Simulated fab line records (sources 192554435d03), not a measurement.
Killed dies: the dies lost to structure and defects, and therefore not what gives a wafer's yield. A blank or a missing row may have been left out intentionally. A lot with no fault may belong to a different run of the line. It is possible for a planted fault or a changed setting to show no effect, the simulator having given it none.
Which of the tools did it? :: flow n5-finfet :: Sampling: 24 lots, 72 wafers, 5 of 1938 route steps

## WHAT THE GAUGES SHOWED, per wafer
N5_BEOL_M2_INSPECT_59: inspects for defects (darkfield).
lot: L074
measured: day 7 01:41
on: defect-inspect-02
raw-defect-count: 44 67 73

lot: L076
measured: day 7 14:46
on: defect-inspect-01
raw-defect-count: 63 69 44

lot: L075
measured: day 7 17:40
on: defect-inspect-02
raw-defect-count: 87 54 61

lot: L078
measured: day 8 12:55
on: defect-inspect-02
raw-defect-count: 61 74 138

lot: L077
measured: day 8 17:44
on: defect-inspect-02
raw-defect-count: 84 40 58

lot: L079
measured: day 9 09:29
on: defect-inspect-02
raw-defect-count: 95 65 84

lot: L080
measured: day 9 11:16
on: defect-inspect-02
raw-defect-count: 171 121 73

lot: L083
measured: day 9 11:42
on: defect-inspect-01
raw-defect-count: 107 109 97

lot: L081
measured: day 9 14:40
on: defect-inspect-01
raw-defect-count: 38 64 71

lot: L084
measured: day 10 02:14
on: defect-inspect-02
raw-defect-count: 44 56 73

lot: L085
measured: day 10 03:25
on: defect-inspect-01
raw-defect-count: 110 113 154

lot: L087
measured: day 10 06:55
on: defect-inspect-02
raw-defect-count: 150 76 88

lot: L082
measured: day 10 09:29
on: defect-inspect-02
raw-defect-count: 74 89 89

lot: L086
measured: day 10 09:38
on: defect-inspect-02
raw-defect-count: 80 58 54

lot: L090
measured: day 10 22:13
on: defect-inspect-02
raw-defect-count: 110 76 119

lot: L088
measured: day 11 02:51
on: defect-inspect-02
raw-defect-count: 77 98 110

lot: L089
measured: day 11 16:38
on: defect-inspect-01
raw-defect-count: 88 29 50

lot: L091
measured: day 12 01:47
on: defect-inspect-01
raw-defect-count: 70 71 57

lot: L092
measured: day 12 06:52
on: defect-inspect-01
raw-defect-count: 99 146 108

lot: L093
measured: day 12 07:03
on: defect-inspect-02
raw-defect-count: 47 76 122

lot: L096
measured: day 12 15:47
on: defect-inspect-02
raw-defect-count: 110 133 104

lot: L095
measured: day 12 17:25
on: defect-inspect-02
raw-defect-count: 46 58 55

lot: L094
measured: day 12 20:55
on: defect-inspect-02
raw-defect-count: 59 70 75

lot: L097
measured: day 13 10:13
on: defect-inspect-02
raw-defect-count: 83 45 42

## WHICH TOOL RAN EACH LOT (tool, then ch and the chambers of the sampled wafers, then the start)
lot: L074
N5_BEOL_M2_DEGAS_44: pvd-sputter-03, day 6 22:02
N5_BEOL_M2_PRE_CLEAN_45: pvd-sputter-03, day 6 22:05
N5_BEOL_M2_ALD_84: ald-metal-01 ch 0,2, day 6 22:10
N5_BEOL_M2_ANNEAL_51: rtp-anneal-01 ch 0, day 7 00:44

lot: L076
N5_BEOL_M2_DEGAS_44: pvd-sputter-01, day 7 08:08
N5_BEOL_M2_PRE_CLEAN_45: pvd-sputter-01, day 7 08:10
N5_BEOL_M2_ALD_84: ald-metal-04 ch 0,3, day 7 08:20
N5_BEOL_M2_ANNEAL_51: rtp-anneal-01 ch 0, day 7 13:53

lot: L075
N5_BEOL_M2_DEGAS_44: pvd-sputter-02, day 7 13:54
N5_BEOL_M2_PRE_CLEAN_45: pvd-sputter-02, day 7 13:56
N5_BEOL_M2_ALD_84: ald-metal-03 ch 0,2,3, day 7 14:07
N5_BEOL_M2_ANNEAL_51: rtp-anneal-01 ch 0, day 7 16:51

lot: L078
N5_BEOL_M2_DEGAS_44: pvd-sputter-03, day 8 08:47
N5_BEOL_M2_PRE_CLEAN_45: pvd-sputter-03, day 8 08:50
N5_BEOL_M2_ALD_84: ald-metal-01 ch 1,3, day 8 08:55
N5_BEOL_M2_ANNEAL_51: rtp-anneal-01 ch 0, day 8 12:01

lot: L077
N5_BEOL_M2_DEGAS_44: pvd-sputter-01, day 8 14:12
N5_BEOL_M2_PRE_CLEAN_45: pvd-sputter-01, day 8 14:14
N5_BEOL_M2_ALD_84: ald-metal-04 ch 0,3, day 8 14:19
N5_BEOL_M2_ANNEAL_51: rtp-anneal-01 ch 0, day 8 16:52

lot: L079
N5_BEOL_M2_DEGAS_44: pvd-sputter-01, day 9 05:55
N5_BEOL_M2_PRE_CLEAN_45: pvd-sputter-01, day 9 05:57
N5_BEOL_M2_ALD_84: ald-metal-03 ch 0,1,3, day 9 06:01
N5_BEOL_M2_ANNEAL_51: rtp-anneal-02 ch 0, day 9 08:37

lot: L080
N5_BEOL_M2_DEGAS_44: pvd-sputter-03, day 9 07:43
N5_BEOL_M2_PRE_CLEAN_45: pvd-sputter-03, day 9 07:46
N5_BEOL_M2_ALD_84: ald-metal-01 ch 0,1,3, day 9 07:49
N5_BEOL_M2_ANNEAL_51: rtp-anneal-02 ch 0, day 9 10:18

lot: L083
N5_BEOL_M2_DEGAS_44: pvd-sputter-03, day 9 08:00
N5_BEOL_M2_PRE_CLEAN_45: pvd-sputter-03, day 9 08:02
N5_BEOL_M2_ALD_84: ald-metal-03 ch 0,1,2, day 9 08:09
N5_BEOL_M2_ANNEAL_51: rtp-anneal-01 ch 0, day 9 10:47

lot: L081
N5_BEOL_M2_DEGAS_44: pvd-sputter-03, day 9 10:58
N5_BEOL_M2_PRE_CLEAN_45: pvd-sputter-03, day 9 11:00
N5_BEOL_M2_ALD_84: ald-metal-03 ch 0,1,2, day 9 11:04
N5_BEOL_M2_ANNEAL_51: rtp-anneal-02 ch 0, day 9 13:47

lot: L084
N5_BEOL_M2_DEGAS_44: pvd-sputter-02, day 9 19:42
N5_BEOL_M2_PRE_CLEAN_45: pvd-sputter-02, day 9 19:44
N5_BEOL_M2_ALD_84: ald-metal-04 ch 0,2, day 9 19:50
N5_BEOL_M2_ANNEAL_51: rtp-anneal-02 ch 0, day 10 01:20

lot: L085
N5_BEOL_M2_DEGAS_44: pvd-sputter-01, day 9 23:30
N5_BEOL_M2_PRE_CLEAN_45: pvd-sputter-01, day 9 23:32
N5_BEOL_M2_ALD_84: ald-metal-03 ch 0,1,3, day 9 23:37
N5_BEOL_M2_ANNEAL_51: rtp-anneal-02 ch 0, day 10 02:35

lot: L087
N5_BEOL_M2_DEGAS_44: pvd-sputter-03, day 10 02:57
N5_BEOL_M2_PRE_CLEAN_45: pvd-sputter-03, day 10 03:00
N5_BEOL_M2_ALD_84: ald-metal-03 ch 0,1, day 10 03:07
N5_BEOL_M2_ANNEAL_51: rtp-anneal-02 ch 0, day 10 06:08

lot: L082
N5_BEOL_M2_DEGAS_44: pvd-sputter-01, day 10 05:55
N5_BEOL_M2_PRE_CLEAN_45: pvd-sputter-01, day 10 05:58
N5_BEOL_M2_ALD_84: ald-metal-01 ch 0,1,3, day 10 06:12
N5_BEOL_M2_ANNEAL_51: rtp-anneal-01 ch 0, day 10 08:39

lot: L086
N5_BEOL_M2_DEGAS_44: pvd-sputter-01, day 10 06:00
N5_BEOL_M2_PRE_CLEAN_45: pvd-sputter-01, day 10 06:02
N5_BEOL_M2_ALD_84: ald-metal-04 ch 0,3, day 10 06:13
N5_BEOL_M2_ANNEAL_51: rtp-anneal-02 ch 0, day 10 08:40

lot: L090
N5_BEOL_M2_DEGAS_44: pvd-sputter-02, day 10 18:32
N5_BEOL_M2_PRE_CLEAN_45: pvd-sputter-02, day 10 18:34
N5_BEOL_M2_ALD_84: ald-metal-04 ch 0,1,3, day 10 18:42
N5_BEOL_M2_ANNEAL_51: rtp-anneal-01 ch 0, day 10 21:17

lot: L088
N5_BEOL_M2_DEGAS_44: pvd-sputter-01, day 10 23:05
N5_BEOL_M2_PRE_CLEAN_45: pvd-sputter-01, day 10 23:07
N5_BEOL_M2_ALD_84: ald-metal-04 ch 0,1,3, day 10 23:11
N5_BEOL_M2_ANNEAL_51: rtp-anneal-01 ch 0, day 11 01:52

lot: L089
N5_BEOL_M2_DEGAS_44: pvd-sputter-03, day 11 13:14
N5_BEOL_M2_PRE_CLEAN_45: pvd-sputter-03, day 11 13:17
N5_BEOL_M2_ALD_84: ald-metal-04 ch 0,2, day 11 13:20
N5_BEOL_M2_ANNEAL_51: rtp-anneal-02 ch 0, day 11 15:46

lot: L091
N5_BEOL_M2_DEGAS_44: pvd-sputter-01, day 11 20:44
N5_BEOL_M2_PRE_CLEAN_45: pvd-sputter-01, day 11 20:46
N5_BEOL_M2_ALD_84: ald-metal-04 ch 0,1,3, day 11 21:04
N5_BEOL_M2_ANNEAL_51: rtp-anneal-02 ch 0, day 12 00:55

lot: L092
N5_BEOL_M2_DEGAS_44: pvd-sputter-03, day 12 01:44
N5_BEOL_M2_PRE_CLEAN_45: pvd-sputter-03, day 12 01:46
N5_BEOL_M2_ALD_84: ald-metal-01 ch 0,2, day 12 01:50
N5_BEOL_M2_ANNEAL_51: rtp-anneal-01 ch 0, day 12 05:59

lot: L093
N5_BEOL_M2_DEGAS_44: pvd-sputter-03, day 12 01:51
N5_BEOL_M2_PRE_CLEAN_45: pvd-sputter-03, day 12 01:53
N5_BEOL_M2_ALD_84: ald-metal-03 ch 0,1,2, day 12 01:57
N5_BEOL_M2_ANNEAL_51: rtp-anneal-02 ch 0, day 12 06:08

lot: L096
N5_BEOL_M2_DEGAS_44: pvd-sputter-01, day 12 12:07
N5_BEOL_M2_PRE_CLEAN_45: pvd-sputter-01, day 12 12:09
N5_BEOL_M2_ALD_84: ald-metal-01 ch 0,1,3, day 12 12:13
N5_BEOL_M2_ANNEAL_51: rtp-anneal-02 ch 0, day 12 14:53

lot: L095
N5_BEOL_M2_DEGAS_44: pvd-sputter-02, day 12 12:10
N5_BEOL_M2_PRE_CLEAN_45: pvd-sputter-02, day 12 12:12
N5_BEOL_M2_ALD_84: ald-metal-04 ch 0,1, day 12 12:16
N5_BEOL_M2_ANNEAL_51: rtp-anneal-02 ch 0, day 12 16:37

lot: L094
N5_BEOL_M2_DEGAS_44: pvd-sputter-01, day 12 17:22
N5_BEOL_M2_PRE_CLEAN_45: pvd-sputter-01, day 12 17:25
N5_BEOL_M2_ALD_84: ald-metal-04 ch 0,3, day 12 17:28
N5_BEOL_M2_ANNEAL_51: rtp-anneal-02 ch 0, day 12 19:59

lot: L097
N5_BEOL_M2_DEGAS_44: pvd-sputter-03, day 13 06:28
N5_BEOL_M2_PRE_CLEAN_45: pvd-sputter-03, day 13 06:31
N5_BEOL_M2_ALD_84: ald-metal-01 ch 0,1,3, day 13 06:35
N5_BEOL_M2_ANNEAL_51: rtp-anneal-01 ch 0, day 13 09:23
- N5_BEOL_M2_DEGAS_44: time 60 s.
- N5_BEOL_M2_PRE_CLEAN_45: time 30 s.
- N5_BEOL_M2_ALD_84: deposits TaN, pulse time 2 s, purge time 3 s, co reactant purge time 2 s.
- N5_BEOL_M2_ANNEAL_51: time 90 s.

## WHAT THE TOOLS THEMSELVES READ (means of the sampled wafers that have a number; where no wafer has one, the mark that the record gives instead)
N5_BEOL_M2_DEGAS_44.
lot: L074
tool: pvd-sputter-03
heater-power-w (W): 314

lot: L076
tool: pvd-sputter-01
heater-power-w (W): 268

lot: L075
tool: pvd-sputter-02
heater-power-w (W): 341

lot: L078
tool: pvd-sputter-03
heater-power-w (W): 312

lot: L077
tool: pvd-sputter-01
heater-power-w (W): 284

lot: L079
tool: pvd-sputter-01
heater-power-w (W): 267

lot: L080
tool: pvd-sputter-03
heater-power-w (W): 320

lot: L083
tool: pvd-sputter-03
heater-power-w (W): 314

lot: L081
tool: pvd-sputter-03
heater-power-w (W): 305

lot: L084
tool: pvd-sputter-02
heater-power-w (W): 315

lot: L085
tool: pvd-sputter-01
heater-power-w (W): 304

lot: L087
tool: pvd-sputter-03
heater-power-w (W): 325

lot: L082
tool: pvd-sputter-01
heater-power-w (W): 301

lot: L086
tool: pvd-sputter-01
heater-power-w (W): 290

lot: L090
tool: pvd-sputter-02
heater-power-w (W): 330

lot: L088
tool: pvd-sputter-01
heater-power-w (W): 283

lot: L089
tool: pvd-sputter-03
heater-power-w (W): 327

lot: L091
tool: pvd-sputter-01
heater-power-w (W): 290

lot: L092
tool: pvd-sputter-03
heater-power-w (W): 308

lot: L093
tool: pvd-sputter-03
heater-power-w (W): 314

lot: L096
tool: pvd-sputter-01
heater-power-w (W): 300

lot: L095
tool: pvd-sputter-02
heater-power-w (W): 328

lot: L094
tool: pvd-sputter-01
heater-power-w (W): 289

lot: L097
tool: pvd-sputter-03
heater-power-w (W): 319

N5_BEOL_M2_PRE_CLEAN_45.
lot: L074
tool: pvd-sputter-03
heater-power-w (W): 313

lot: L076
tool: pvd-sputter-01
heater-power-w (W): 263

lot: L075
tool: pvd-sputter-02
heater-power-w (W): 339

lot: L078
tool: pvd-sputter-03
heater-power-w (W): 310

lot: L077
tool: pvd-sputter-01
heater-power-w (W): 274

lot: L079
tool: pvd-sputter-01
heater-power-w (W): 261

lot: L080
tool: pvd-sputter-03
heater-power-w (W): 321

lot: L083
tool: pvd-sputter-03
heater-power-w (W): 314

lot: L081
tool: pvd-sputter-03
heater-power-w (W): 308

lot: L084
tool: pvd-sputter-02
heater-power-w (W): 321

lot: L085
tool: pvd-sputter-01
heater-power-w (W): 296

lot: L087
tool: pvd-sputter-03
heater-power-w (W): 331

lot: L082
tool: pvd-sputter-01
heater-power-w (W): 303

lot: L086
tool: pvd-sputter-01
heater-power-w (W): 288

lot: L090
tool: pvd-sputter-02
heater-power-w (W): 325

lot: L088
tool: pvd-sputter-01
heater-power-w (W): 289

lot: L089
tool: pvd-sputter-03
heater-power-w (W): 326

lot: L091
tool: pvd-sputter-01
heater-power-w (W): 293

lot: L092
tool: pvd-sputter-03
heater-power-w (W): 308

lot: L093
tool: pvd-sputter-03
heater-power-w (W): 312

lot: L096
tool: pvd-sputter-01
heater-power-w (W): 302

lot: L095
tool: pvd-sputter-02
heater-power-w (W): 329

lot: L094
tool: pvd-sputter-01
heater-power-w (W): 286

lot: L097
tool: pvd-sputter-03
heater-power-w (W): 320

N5_BEOL_M2_ALD_84.
lot: L074
tool: ald-metal-01
heater-power-w (W): 446
mfc-carrier-sccm (sccm): 1501

lot: L076
tool: ald-metal-04
heater-power-w (W): 378
mfc-carrier-sccm (sccm): 1502

lot: L075
tool: ald-metal-03
heater-power-w (W): 430
mfc-carrier-sccm (sccm): 1499

lot: L078
tool: ald-metal-01
heater-power-w (W): 420
mfc-carrier-sccm (sccm): 1501

lot: L077
tool: ald-metal-04
heater-power-w (W): 380
mfc-carrier-sccm (sccm): 1498

lot: L079
tool: ald-metal-03
heater-power-w (W): 412
mfc-carrier-sccm (sccm): 1500

lot: L080
tool: ald-metal-01
heater-power-w (W): 441
mfc-carrier-sccm (sccm): 1497

lot: L083
tool: ald-metal-03
heater-power-w (W): 443
mfc-carrier-sccm (sccm): 1499

lot: L081
tool: ald-metal-03
heater-power-w (W): 437
mfc-carrier-sccm (sccm): 1503

lot: L084
tool: ald-metal-04
heater-power-w (W): 455
mfc-carrier-sccm (sccm): 1504

lot: L085
tool: ald-metal-03
heater-power-w (W): 416
mfc-carrier-sccm (sccm): 1497

lot: L087
tool: ald-metal-03
heater-power-w (W): 424
mfc-carrier-sccm (sccm): 1501

lot: L082
tool: ald-metal-01
heater-power-w (W): 431
mfc-carrier-sccm (sccm): 1500

lot: L086
tool: ald-metal-04
heater-power-w (W): 371
mfc-carrier-sccm (sccm): 1503

lot: L090
tool: ald-metal-04
heater-power-w (W): 402
mfc-carrier-sccm (sccm): 1497

lot: L088
tool: ald-metal-04
heater-power-w (W): 408
mfc-carrier-sccm (sccm): 1498

lot: L089
tool: ald-metal-04
heater-power-w (W): 414
mfc-carrier-sccm (sccm): 1499

lot: L091
tool: ald-metal-04
heater-power-w (W): 403
mfc-carrier-sccm (sccm): 1500

lot: L092
tool: ald-metal-01
heater-power-w (W): 423
mfc-carrier-sccm (sccm): 1503

lot: L093
tool: ald-metal-03
heater-power-w (W): 442
mfc-carrier-sccm (sccm): 1500

lot: L096
tool: ald-metal-01
heater-power-w (W): 434
mfc-carrier-sccm (sccm): 1500

lot: L095
tool: ald-metal-04
heater-power-w (W): 438
mfc-carrier-sccm (sccm): 1501

lot: L094
tool: ald-metal-04
heater-power-w (W): 379
mfc-carrier-sccm (sccm): 1505

lot: L097
tool: ald-metal-01
heater-power-w (W): 437
mfc-carrier-sccm (sccm): 1502

N5_BEOL_M2_ANNEAL_51.
lot: L074
tool: rtp-anneal-01
wafer_temp_C_max: 225.70

lot: L076
tool: rtp-anneal-01
wafer_temp_C_max: 225.99

lot: L075
tool: rtp-anneal-01
wafer_temp_C_max: 225.97

lot: L078
tool: rtp-anneal-01
wafer_temp_C_max: 225.80

lot: L077
tool: rtp-anneal-01
wafer_temp_C_max: 225.80

lot: L079
tool: rtp-anneal-02
wafer_temp_C_max: 226.42

lot: L080
tool: rtp-anneal-02
wafer_temp_C_max: 226.32

lot: L083
tool: rtp-anneal-01
wafer_temp_C_max: 226.03

lot: L081
tool: rtp-anneal-02
wafer_temp_C_max: 226.23

lot: L084
tool: rtp-anneal-02
wafer_temp_C_max: 226.39

lot: L085
tool: rtp-anneal-02
wafer_temp_C_max: 226.32

lot: L087
tool: rtp-anneal-02
wafer_temp_C_max: 226.05

lot: L082
tool: rtp-anneal-01
wafer_temp_C_max: 226.22

lot: L086
tool: rtp-anneal-02
wafer_temp_C_max: 226.20

lot: L090
tool: rtp-anneal-01
wafer_temp_C_max: 226.02

lot: L088
tool: rtp-anneal-01
wafer_temp_C_max: 225.72

lot: L089
tool: rtp-anneal-02
wafer_temp_C_max: 226.44

lot: L091
tool: rtp-anneal-02
wafer_temp_C_max: 226.14

lot: L092
tool: rtp-anneal-01
wafer_temp_C_max: 225.90

lot: L093
tool: rtp-anneal-02
wafer_temp_C_max: 226.14

lot: L096
tool: rtp-anneal-02
wafer_temp_C_max: 226.08

lot: L095
tool: rtp-anneal-02
wafer_temp_C_max: 226.36

lot: L094
tool: rtp-anneal-02
wafer_temp_C_max: 226.06

lot: L097
tool: rtp-anneal-01
wafer_temp_C_max: 225.79

## THE ANSWER, worked out from the rows above alone
Rule: what is usual is taken from the lots themselves. Put in order of their means at a reading, lots are off if they are a third of the lots or fewer, leave a main group of 4 or more, and stand apart from it by a gap of 3 or more times the standard deviation of the main group's means; of several such gaps the widest counts. Not used: any main group whose means are identical at the precision the tables above print for the reading. A lot without any number at a reading at which 4 lots or more have one is off too. The other lots that the step has rows for count as sound. The gauges are gone through in route order, then the tools' own readings, and for those a lot's mean is taken as printed above. At the first step where some lot is off, the reading lying furthest off is the one used; lots without a number count as furthest.
None of the lots is off at any reading shown; this tells nothing.

## WHAT THE SIMULATOR HAD PUT IN
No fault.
